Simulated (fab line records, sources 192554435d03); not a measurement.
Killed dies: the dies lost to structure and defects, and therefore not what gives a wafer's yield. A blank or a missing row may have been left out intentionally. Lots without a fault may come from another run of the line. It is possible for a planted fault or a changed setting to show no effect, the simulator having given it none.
fab line records	flow n5_finfet
record lots=6	wafers=17	last_day=20
route steps=1938 shown BEOL_M10@1516 PASSIVATION@1936
lots that met no fault: taken from a fault-free run of the same line
start_h: hours from the record's first day to the start of the lot's first wafer shown	wait_h: hours elapsed since this lot's preceding step	" identical to the entry in the row above	L1.1+2: several wafers, shown together as one row	- value missing, or start not given	* or withheld: withheld	< > ~ a bound
route shown NAME@n: a module of which the file shows steps, and the number in the route of the first	usual: mean and standard deviation over wafers with no fault	same: alike in all rows	chamber/n: place in a boat	sites: per-site readings	_std_site: standard deviation across them	_edge_site: the outer-site mean with the inner-site mean subtracted	radius_mm: for every site, how far away it sits from the centre of the wafer	mask NAME#n: copy n	behind: the last tool/chamber to shape the wafer	hold: why the lot went on hold/how many hours it stayed there/how the hold came to an end	device: the transistor (n, p or np) that didn't switch	end of line: the route-end tests of the same wafers	for a step that has no rows: nothing shown but its recipe	killed: count of dies lost to structure and defects at first sort (not the wafer's yield)	map: a wafer's dies, marking killed ones x, the rest . and places with no die _
set.NAME: the run value of the setting; set.NAME@STEP: its run value at that earlier step	model.NAME: the simulator's own value behind a step, which no gauge read
a table for each step, a row for each wafer; lots at some steps of the route
services: the hour from which a tool's chamber was out of use, counted from the record's first day as start_h (under 0 if before that day), plus the number of hours and why
## steps
# step N5_BEOL_M10_HM_STRIP_39
# recipe chemistry=peroxide_tin_strip	material=TiN	target_depth_a=250	temp_c=50	time_s=158
# step N5_BEOL_M10_SRD_40
# recipe time_s=30	temp_c=23	rinse_liquid=diw	dry=ipa_marangoni
# step N5_BEOL_M10_PRECLEAN_42
# recipe chemistry=residue_remover	time_s=60	temp_c=40
# step N5_BEOL_M10_SRD_43
# recipe time_s=30	temp_c=23	rinse_liquid=diw	dry=ipa_marangoni
# step N5_BEOL_M10_CD_MEAS_35
# recipe target_cd_nm=70	polarity=opening
# usual cd_nm=70.0/0.55
lot.wafer	tool	chamber	start_h	wait_h	cd_nm
L816.2	cd_sem-03	-	239.97	0.0	70.3
L816.4	"	-	"	"	69.9
L816.6	"	-	"	"	70.9
L818.1	cd_sem-01	-	286.63	0.0	69.6
L818.2	"	-	"	"	69.4
L818.3	"	-	"	"	69.2
L826.2	cd_sem-02	-	372.63	0.0	71.0
L826.4	"	-	"	"	70.8
L827.3	cd_sem-03	-	381.36	0.0	70.6
L827.4	"	-	"	"	70.4
L827.5	"	-	"	"	70.1
L828.1	cd_sem-02	-	387.39	0.0	69.7
L828.2	"	-	"	"	70.6
L828.4	"	-	"	"	69.7
L833.4	cd_sem-03	-	432.43	0.0	70.0
L833.5	"	-	"	"	69.3
L833.6	"	-	"	"	70.0
# step N5_BEOL_M10_CURE_72
# recipe temp_c=370	time_s=120	ambient=DMADMS/He	material=SiCOH_lowk
# usual lamp_power_pct=52.31/0.054	wafer_temp_C_max=371.7/0.54
lot.wafer	tool	chamber	start_h	wait_h	lamp_power_pct	wafer_temp_C_max
L816.2	uv_cure-02	0	241.05	1.1	52.29	371.5
L816.4	"	0	"	"	52.26	371.6
L816.6	"	0	"	"	52.30	370.8
L818.1	uv_cure-01	2	286.67	0.0	52.30	372.1
L818.2	"	2	"	"	52.17	372.5
L818.3	"	2	"	"	52.31	372.4
L826.2	uv_cure-02	1	372.93	0.3	52.35	372.7
L826.4	"	1	"	"	52.32	372.2
L827.3	uv_cure-02	2	381.49	0.1	52.42	371.4
L827.4	"	2	"	"	52.25	371.4
L827.5	"	2	"	"	52.31	371.4
L828.1	uv_cure-02	0	387.44	0.0	52.37	370.9
L828.2	"	0	"	"	52.28	370.5
L828.4	"	0	"	"	52.23	371.0
L833.4	uv_cure-01	0	432.62	0.2	52.23	372.6
L833.5	"	0	"	"	52.27	372.3
L833.6	"	0	"	"	52.30	372.5
# step N5_BEOL_M10_DEGAS_44
# recipe ambient=vacuum	temp_c=250	time_s=60
# usual heater_power_w=325/31	susceptor_temp_C=249.99/0.15
lot.wafer	tool	chamber	start_h	wait_h	heater_power_w	susceptor_temp_C
L816.2	pvd_sputter-02	-	243.65	2.4	305	249.90
L816.4	"	-	"	"	288	249.99
L816.6	"	-	"	"	314	250.10
L818.1	pvd_sputter-02	-	287.02	0.3	373	249.86
L818.2	"	-	"	"	347	249.84
L818.3	"	-	"	"	298	249.94
L826.2	pvd_sputter-01	-	373.21	0.2	324	249.79
L826.4	"	-	"	"	340	249.91
L827.3	pvd_sputter-03	-	381.72	0.2	355	250.09
L827.4	"	-	"	"	319	249.91
L827.5	"	-	"	"	358	249.88
L828.1	pvd_sputter-02	-	387.79	0.3	298	249.83
L828.2	"	-	"	"	300	250.00
L828.4	"	-	"	"	354	249.66
L833.4	pvd_sputter-01	-	433.12	0.5	318	249.99
L833.5	"	-	"	"	327	250.12
L833.6	"	-	"	"	287	250.32
# step N5_BEOL_M10_PRE_CLEAN_45
# recipe gas=H2/He	time_s=30	temp_c=250
# usual heater_power_w=325/30	susceptor_temp_C=249.99/0.18
lot.wafer	tool	chamber	start_h	wait_h	heater_power_w	susceptor_temp_C
L816.2	pvd_sputter-02	-	243.69	0.0	311	249.93
L816.4	"	-	"	"	296	249.98
L816.6	"	-	"	"	318	250.00
L818.1	pvd_sputter-02	-	287.06	0.0	370	249.77
L818.2	"	-	"	"	353	250.04
L818.3	"	-	"	"	286	249.95
L826.2	pvd_sputter-01	-	373.25	0.0	327	250.15
L826.4	"	-	"	"	336	249.93
L827.3	pvd_sputter-03	-	381.76	0.0	361	250.06
L827.4	"	-	"	"	314	249.71
L827.5	"	-	"	"	352	250.10
L828.1	pvd_sputter-02	-	387.83	0.0	289	250.17
L828.2	"	-	"	"	315	249.71
L828.4	"	-	"	"	341	250.02
L833.4	pvd_sputter-01	-	433.16	0.0	329	249.74
L833.5	"	-	"	"	333	250.17
L833.6	"	-	"	"	291	249.84
# step N5_BEOL_M10_ALD_74
# recipe material=TaN	target_thk_a=20	temp_c=275	ald_precursor_family=PDMAT	ald_co_reactant=NH3	pressure_torr=3	carrier_flow_sccm=1500	pulse_time_s=2	purge_time_s=3	co_reactant_purge_time_s=2	co_reactant_pulse_time_s=3	ald_cycles=40	precursor_vessel_temp_c=75	precursor_vessel_pressure_torr=26.25	precursor_vessel_carrier_sccm=1000
# step N5_BEOL_M10_SURFACE_TREAT_76
# recipe gas=Ar	time_s=*	ion_energy_ev=*	ion_current_ma_cm2=0.5	pressure_mtorr=*	ar_flow_sccm=30
# usual throttle_valve_pct=*
lot.wafer	tool	chamber	start_h	wait_h	throttle_valve_pct
L816.2	pvd_sputter-01	-	244.07	0.2	*
L816.4	"	-	"	"	*
L816.6	"	-	"	"	*
L818.1	pvd_sputter-02	-	287.42	0.2	*
L818.2	"	-	"	"	*
L818.3	"	-	"	"	*
L826.2	pvd_sputter-02	-	373.64	0.2	*
L826.4	"	-	"	"	*
L827.3	pvd_sputter-03	-	382.11	0.2	*
L827.4	"	-	"	"	*
L827.5	"	-	"	"	*
L828.1	pvd_sputter-03	-	388.18	0.2	*
L828.2	"	-	"	"	*
L828.4	"	-	"	"	*
L833.4	pvd_sputter-02	-	433.59	0.2	*
L833.5	"	-	"	"	*
L833.6	"	-	"	"	*
# step N5_BEOL_M10_CVD_75
# recipe material=Co	target_thk_a=20	temp_c=withheld	precursor=CCTBA/H2	pressure_torr=30	time_s=138.9
# step N5_BEOL_M10_SPUTTER_48
# recipe material=Cu	target_thk_a=120	temp_c=-20	bias_v=60	power_w=26000	chamber_pressure_pa=0.13	time_s=2
# step N5_BEOL_M10_ECD_50
# recipe material=Cu	target_thk_a=3180
lot.wafer	tool	chamber	start_h	wait_h	model.Cu_of_BEOL_M10_ECD_50.thk_nm
L816.2	ecd_cu-02	0	244.39	0.1	321.6
L816.4	"	0	"	"	315.8
L816.6	"	0	"	"	316.6
L818.1	ecd_cu-01	0	288.15	0.1	321.4
L818.2	"	1	"	"	315.6
L818.3	"	1	"	"	323
L826.2	ecd_cu-02	0	375.82	0.1	509.8
L826.4	"	0	"	"	510.6
L827.3	ecd_cu-01	0	382.42	0.1	317.4
L827.4	"	1	"	"	319.2
L827.5	"	1	"	"	314.2
L828.1	ecd_cu-02	0	389.16	0.1	318.2
L828.2	"	1	"	"	508.4
L828.4	"	0	"	"	505.8
L833.4+5	ecd_cu-01	0,1	433.97	0.1	320
L833.6	"	0	"	"	315
# step N5_BEOL_M10_ANNEAL_51
# recipe temp_c=225	time_s=90	ambient=N2
# usual wafer_temp_C_max=226.10/0.28
lot.wafer	tool	chamber	start_h	wait_h	wafer_temp_C_max
L816.2	rtp_anneal-02	0	244.55	0.1	226.22
L816.4	"	0	"	"	225.73
L816.6	"	0	"	"	225.95
L818.1	rtp_anneal-01	0	288.26	0.1	226.12
L818.2	"	0	"	"	226.08
L818.3	"	0	"	"	226.10
L826.2	rtp_anneal-01	0	376.13	0.3	226.67
L826.4	"	0	"	"	226.14
L827.3	rtp_anneal-02	0	382.60	0.1	226.14
L827.4	"	0	"	"	226.55
L827.5	"	0	"	"	226.32
L828.1	rtp_anneal-02	0	389.27	0.1	225.96
L828.2	"	0	"	"	226.16
L828.4	"	0	"	"	226.27
L833.4	rtp_anneal-02	0	434.19	0.2	225.75
L833.5	"	0	"	"	225.82
L833.6	"	0	"	"	226.35
# step N5_BEOL_M10_CMP_52
# recipe stop_on=SiCOH_lowk	t_overpolish_s=7	down_force_psi=1	platen_rpm=50	clearing_platen_down_force_psi=1.5	clearing_platen_rpm=50	post_cmp_clean=cu_alkaline	target_thk_nm=140	clearing_platen_pad_velocity_m_s=0.99484	pad_velocity_m_s=0.99484
# usual motor_current_A=6.2/0.54	time_to_endpoint_s=67.4/2.8
lot.wafer	tool	chamber	start_h	wait_h	motor_current_A	time_to_endpoint_s
L816.4	cmp-04	0	244.84	0.2	5.9	66.5
L816.2	"	2	"	"	5.9	69.5
L816.6	"	3	"	"	6.8	69.6
L818.1	cmp-03	1	288.74	0.4	6.4	63.4
L818.2	"	2	"	"	5.7	63.9
L818.3	"	3	"	"	6.4	67.1
L826.4	cmp-03	1	376.44	0.2	5.9	104.9
L826.2	"	3	"	"	6.7	102.7
L827.3	cmp-03	2	382.80	0.2	5.5	66.8
L827.4	"	0	"	"	5.9	66.8
L827.5	"	3	"	"	6.0	65.0
L828.1	cmp-01	0	389.56	0.3	5.7	65.9
L828.4	"	2	"	"	7.0	106.2
L828.2	"	3	"	"	6.7	107.0
L833.4	cmp-03	0	434.39	0.2	5.8	69.6
L833.6	"	3	"	"	6.1	67.4
L833.5	"	0	"	"	6.0	69.6
# step N5_BEOL_M10_THK_MEAS_53
# recipe thk_meas_gauge=xrf	reads=Cu_of_BEOL_M10_ECD_50
# usual M10_THK=137.4/2.4
lot.wafer	tool	chamber	start_h	wait_h	M10_THK[nm]
L816.2	film_metro-02	-	245.09	-	138.2
L816.4	"	-	"	"	134.6
L816.6	"	-	"	"	136.3
L818.1	film_metro-01	-	289.00	-	138.4
L818.2	"	-	"	"	135.4
L818.3	"	-	"	"	140.4
L826.2	film_metro-02	-	376.69	-	139.7
L826.4	"	-	"	"	137.3
L827.3	film_metro-02	-	383.10	-	135.5
L827.4	"	-	"	"	138.4
L827.5	"	-	"	"	139.1
L828.1	film_metro-01	-	389.86	-	135.2
L828.2	"	-	"	"	134.2
L828.4	"	-	"	"	135.1
L833.4	film_metro-02	-	434.64	-	139.6
L833.5	"	-	"	"	138.9
L833.6	"	-	"	"	140.6
# step N5_PASSIVATION_PROBE_49
# usual defect_limited_yield=91.4/1.2	killed_at_M0_to_M3=34/10	killed_at_M4_up=14/5.1	killed_at_contacts=12/6.4	killed_at_front_end=38/9.3	killed_at_other=4/3	killed_dies=102/15	killed_open=67/12	killed_short=33/6.9	sort_bin_5_function=5.0/0.86	sort_bin_6_memory=3.2/0.58	sort_bin_8_speed=0.00/0.0099	sort_n_pass=1078/15	sort_yield_pct=91.4/1.2
# same gross_dies=1180	killed_at_back_side=0	sort_bin_4_leakage[%]=0
lot.wafer	tool	chamber	start_h	wait_h	defect_limited_yield[%]	killed_at_M0_to_M3	killed_at_M4_up	killed_at_contacts	killed_at_front_end	killed_at_other	killed_dies	killed_open	killed_short	sort_bin_5_function[%]	sort_bin_6_memory[%]	sort_bin_8_speed[%]	sort_n_pass	sort_yield_pct[%]
L826.4	prober-02	-	422.04	0.3	92.9	23	16	4	36	5	84	51	30	4.7	2.4	0	1096	92.9
L827.3	prober-01	-	435.13	0.1	91.6	27	11	12	42	7	99	57	41	4.5	3.3	0	1081	91.6
L827.4	prober-01	-	435.18	0.2	91.4	33	17	8	43	0	101	74	27	5.2	3.1	0	1079	91.4
L827.5	prober-01	-	435.23	0.2	92.9	32	15	4	28	5	84	55	29	3.6	3.2	0	1096	92.9
L828.1	prober-01	-	438.46	0.0	91.8	31	9	19	31	7	97	62	33	5.3	2.8	0	1083	91.8
L828.2	prober-01	-	438.51	0.1	91.2	27	15	15	41	6	104	64	40	5.2	3.1	0	1076	91.2
L828.4	prober-01	-	438.61	0.2	90.7	25	20	12	43	10	110	61	46	5.5	3.6	0	1070	90.7
L833.4	prober-01	-	485.69	0.2	93.1	23	15	5	37	1	81	46	34	4.3	2.1	0	1099	93.1
L833.5	prober-01	-	485.74	0.2	90.7	37	20	5	44	4	110	73	33	6.1	2.7	0	1070	90.7
L833.6	prober-01	-	485.79	0.3	93.5	18	16	4	34	5	77	47	28	3.6	2.8	0	1103	93.5
# killed by level:class
L826.4 FIN_SAQP:geometric_particle:short=7 BEOL_M4:geometric_particle:open=6 STI_FIN_REVEAL:geometric_particle:open=5 BEOL_M3:geometric_particle:open=5 GATE_CUT:geometric_particle:short=5 BEOL_M3:geometric_particle:short=5 STARTING-WAFER:geometric_particle:open=5 FIN_SAQP:geometric_particle:open=4
L827.3 MOL_CONTACT_COAG:geometric_particle:open=11 FIN_SAQP:geometric_particle:short=10 BEOL_M0_SAQP:geometric_particle:open=7 GATE_CUT:geometric_particle:short=6 BEOL_M0_SAQP:geometric_particle:short=5 BEOL_M3:geometric_particle:open=5 STARTING-WAFER:geometric_particle:open=5 FIN_SAQP:geometric_particle:open=4
L827.4 STI_FIN_REVEAL:geometric_particle:open=12 BEOL_M4:geometric_particle:open=12 FIN_SAQP:geometric_particle:short=9 MOL_CONTACT_COAG:geometric_particle:open=8 BEOL_M2:geometric_particle:open=8 BEOL_M0_SAQP:geometric_particle:short=7 BEOL_M0_SAQP:geometric_particle:open=7 FIN_SAQP:geometric_particle:open=5
L827.5 BEOL_M4:geometric_particle:open=11 BEOL_M0_SAQP:geometric_particle:short=8 BEOL_M0_SAQP:geometric_particle:open=7 BEOL_M1:geometric_particle:open=6 STI_FIN_REVEAL:geometric_particle:open=5 FIN_SAQP:geometric_particle:short=4 DUMMY_GATE:geometric_particle:open=4 GATE_CUT:geometric_particle:short=4
L828.1 MOL_CONTACT_COAG:geometric_particle:open=15 BEOL_M2:geometric_particle:open=11 BEOL_M3:geometric_particle:open=7 FIN_SAQP:geometric_particle:short=6 MOL_CONTACT_COAG:geometric_particle:short=4 BEOL_M1:geometric_particle:open=4 STARTING-WAFER:geometric_particle:short=4 FIN_SAQP:geometric_particle:open=3
L828.2 FIN_SAQP:geometric_particle:open=9 FIN_SAQP:geometric_particle:short=9 MOL_CONTACT_COAG:geometric_particle:open=9 BEOL_M1:geometric_particle:open=9 MOL_CONTACT_COAG:geometric_particle:short=6 STARTING-WAFER:geometric_particle:short=5 GATE_CUT:geometric_particle:short=4 BEOL_M3:geometric_particle:open=4
L828.4 FIN_SAQP:geometric_particle:short=12 MOL_CONTACT_COAG:geometric_particle:open=8 BEOL_M1:geometric_particle:open=8 FIN_SAQP:geometric_particle:open=7 BEOL_M5:geometric_particle:open=5 STARTING-WAFER:geometric_particle:short=5 BEOL_M4:geometric_particle:open=4 MOL_CONTACT_COAG:geometric_particle:short=4
L833.4 FIN_SAQP:geometric_particle:short=8 BEOL_M0_SAQP:geometric_particle:short=8 DUMMY_GATE:geometric_particle:open=6 FIN_SAQP:geometric_particle:open=5 BEOL_M4:geometric_particle:open=5 BEOL_M3:geometric_particle:open=5 BEOL_M2:geometric_particle:open=5 MOL_CONTACT_COAG:geometric_particle:open=4
L833.5 STI_FIN_REVEAL:geometric_particle:open=12 FIN_SAQP:geometric_particle:open=9 BEOL_M0_SAQP:geometric_particle:short=9 BEOL_M2:geometric_particle:open=9 BEOL_M4:geometric_particle:open=9 BEOL_M0_SAQP:geometric_particle:open=8 FIN_SAQP:geometric_particle:short=7 BEOL_M5:geometric_particle:open=6
L833.6 BEOL_M4:geometric_particle:open=9 FIN_SAQP:geometric_particle:open=5 FIN_SAQP:geometric_particle:short=5 FIN_CUT:geometric_particle:short=4 BEOL_M2:geometric_particle:open=4 BEOL_M0_SAQP:geometric_particle:open=4 FIN_CUT:geometric_particle:open=3 DUMMY_GATE:geometric_particle:open=3
## services
tool	chamber	start_h	hours	kind
uv_cure-01	-	228.30	5.0	pm
cmp-04	-	233.46	4.0	pm
cmp-03	-	235.38	10.9	pm
uv_cure-01	-	235.82	7.1	pm
uv_cure-01	-	243.99	0.3	repair
cmp-03	-	255.03	0.4	repair
cmp-04	-	264.82	0.8	repair
uv_cure-01	-	267.57	2.1	pm
cmp-03	-	270.86	1.0	repair
pvd_sputter-03	-	273.75	1.9	repair
cmp-01	-	278.77	2.6	repair
cmp-04	-	288.21	0.8	repair
ecd_cu-02	-	292.50	1.8	repair
uv_cure-02	-	296.76	4.3	pm
cmp-01	-	298.90	1.8	repair
cmp-03	-	303.08	2.8	repair
cmp-03	-	313.46	4.0	pm
uv_cure-02	-	314.21	22.2	pm
uv_cure-02	-	336.41	4.5	pm
cmp-03	-	336.82	3.6	repair
ecd_cu-02	-	350.32	1.1	repair
cmp-03	-	357.64	2.2	pm
pvd_sputter-03	-	368.86	6.0	repair
cmp-03	-	416.98	0.5	repair
## key
first_sign step=N5_BEOL_M10_CMP_52	reading=time_to_endpoint_s	direction=up	sigmas=13	usual=*	struck=*
effect none on later readings
model_effect step=N5_BEOL_M10_ECD_50	value=Cu_of_BEOL_M10_ECD_50.thk_nm	without=321.7	struck=508.7
met_at N5_BEOL_M10_ECD_50
struck_wafers L826.2,L826.4,L828.2,L828.4
onset_between 244.39 375.82
fault kind=process_parameter_drift	tool=ecd_cu-02	chamber=-	onset_h=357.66	steps=N5_BEOL_M10_ECD_50	channel=target_thk_a	offset=*	shape=step	end_h=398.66	scope=struck_wafers_only	acts_in=*	stated=*
